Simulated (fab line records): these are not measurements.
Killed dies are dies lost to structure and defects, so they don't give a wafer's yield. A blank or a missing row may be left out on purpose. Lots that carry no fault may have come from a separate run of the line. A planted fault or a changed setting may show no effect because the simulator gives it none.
Chamber matching / flow n5-finfet / pecvd-02 running N5_BEOL_M11_ILD_DEP_00: 3 sister chambers
The step deposits SiCOH lowk from DEMS/porogen, target thk 308.51 nm, time 58 s. 6 wafers are shown with their chamber, then 8 later ones without.

## EACH WAFER AND ITS CHAMBER
wafer=L087.4; chamber=0; throttle-valve-pct (%)=14.2; heater-power-w (W)=350
wafer=L087.6; chamber=2; throttle-valve-pct (%)=13.9; heater-power-w (W)=294
wafer=L090.3; chamber=1; throttle-valve-pct (%)=13.8; heater-power-w (W)=261
wafer=L090.5; chamber=0; throttle-valve-pct (%)=14.3; heater-power-w (W)=321
wafer=L090.6; chamber=1; throttle-valve-pct (%)=13.2; heater-power-w (W)=257
wafer=L094.1; chamber=2; throttle-valve-pct (%)=14.1; heater-power-w (W)=237

## WAFERS MISSING THEIR CHAMBER
wafer=L094.5; throttle-valve-pct (%)=14.3; heater-power-w (W)=365
wafer=L094.6; throttle-valve-pct (%)=13.5; heater-power-w (W)=274
wafer=L093.1; throttle-valve-pct (%)=13.6; heater-power-w (W)=244
wafer=L093.4; throttle-valve-pct (%)=14.0; heater-power-w (W)=323
wafer=L093.5; throttle-valve-pct (%)=13.3; heater-power-w (W)=256
wafer=L096.3; throttle-valve-pct (%)=13.8; heater-power-w (W)=290
wafer=L096.4; throttle-valve-pct (%)=13.9; heater-power-w (W)=297
wafer=L096.6; throttle-valve-pct (%)=14.2; heater-power-w (W)=320

## EACH ONE'S CHAMBER
wafer=L094.5; from the rows above=0; in truth=0
wafer=L094.6; from the rows above=can't be placed: 1 or 2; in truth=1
wafer=L093.1; from the rows above=can't be placed: 1 or 2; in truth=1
wafer=L093.4; from the rows above=can't be placed: 0 or 2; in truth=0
wafer=L093.5; from the rows above=can't be placed: 1 or 2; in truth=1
wafer=L096.3; from the rows above=can't be placed: 2 or 1 or 0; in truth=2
wafer=L096.4; from the rows above=can't be placed: 2 or 0 or 1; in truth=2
wafer=L096.6; from the rows above=can't be placed: 0 or 2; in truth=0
Correct placement for 1 of the 8. Cannot be placed on the basis of these rows: 7; the candidates contain the true chamber in 7. Placed wrongly: 0.
How it was worked out, from the rows above alone: a wafer's distance from a chamber is the root of the sum, over the readings, of the square of ((its reading less the chamber's mean) divided by the reading's scatter). If the next closest chamber is less than 2 further off than the closest, the wafer can't be placed; otherwise it belongs to the closest. The mean given for a chamber averages the wafers shown for that chamber. The scatter: take each reading less its chamber's mean, square it, sum over the shown wafers, divide by the number of wafers less the number of chambers, and take the root.
